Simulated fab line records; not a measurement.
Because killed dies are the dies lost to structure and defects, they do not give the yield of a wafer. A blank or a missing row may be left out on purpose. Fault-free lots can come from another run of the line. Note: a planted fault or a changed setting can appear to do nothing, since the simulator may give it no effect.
What tool caused it? / flow n5 finfet / 36 wafers sampled from 12 lots at 1 step of a route of 1938

== WHAT EACH GAUGE READ, for each wafer ==
N5_BEOL_M12_INSPECT_12: inspects for defects (macro).
lot=L075; measured=day 11 07:46; on=defect inspect-02; raw defect count=2 2 3
lot=L076; measured=day 11 10:00; on=defect inspect-01; raw defect count=5 2 1
lot=L080; measured=day 12 02:25; on=defect inspect-02; raw defect count=0 2 1
lot=L081; measured=day 12 08:36; on=defect inspect-01; raw defect count=2 1 3
lot=L083; measured=day 12 21:36; on=defect inspect-01; raw defect count=1 5 4
lot=L086; measured=day 13 08:49; on=defect inspect-01; raw defect count=0 0 3
lot=L087; measured=day 14 07:49; on=defect inspect-02; raw defect count=0 1 1
lot=L088; measured=day 14 15:19; on=defect inspect-02; raw defect count=6 5 1
lot=L089; measured=day 15 07:49; on=defect inspect-01; raw defect count=1 1 1
lot=L093; measured=day 15 14:52; on=defect inspect-01; raw defect count=0 4 2
lot=L095; measured=day 16 06:17; on=defect inspect-02; raw defect count=3 2 2
lot=L097; measured=day 16 23:53; on=defect inspect-02; raw defect count=3 1 5

== WHAT TOOL EACH LOT RAN ON (gives the tool, then ch and the chambers of the sampled wafers, and finally the start) ==
No process step before these readings appears in the record.

== THE ANSWER, worked out from the rows above alone ==
Rule: the usual values come from the lots themselves. The widest of any qualifying gaps counts: lots, ordered by their means at a reading, are off when they make up no more than a third of the lots, leave a main group of 4 or more, and stand apart from it by 3 or more times the standard deviation of that group's means. A main group is skipped when, at the precision printed for the reading in the tables above, its means are all equal. A lot without any number at a reading at which 4 lots or more have one is off too. Any other lot the step has rows for is counted as sound.
No lot is off on any of the readings shown, so nothing can be concluded from this.

== WHAT HAD BEEN PUT IN BY THE SIMULATOR ==
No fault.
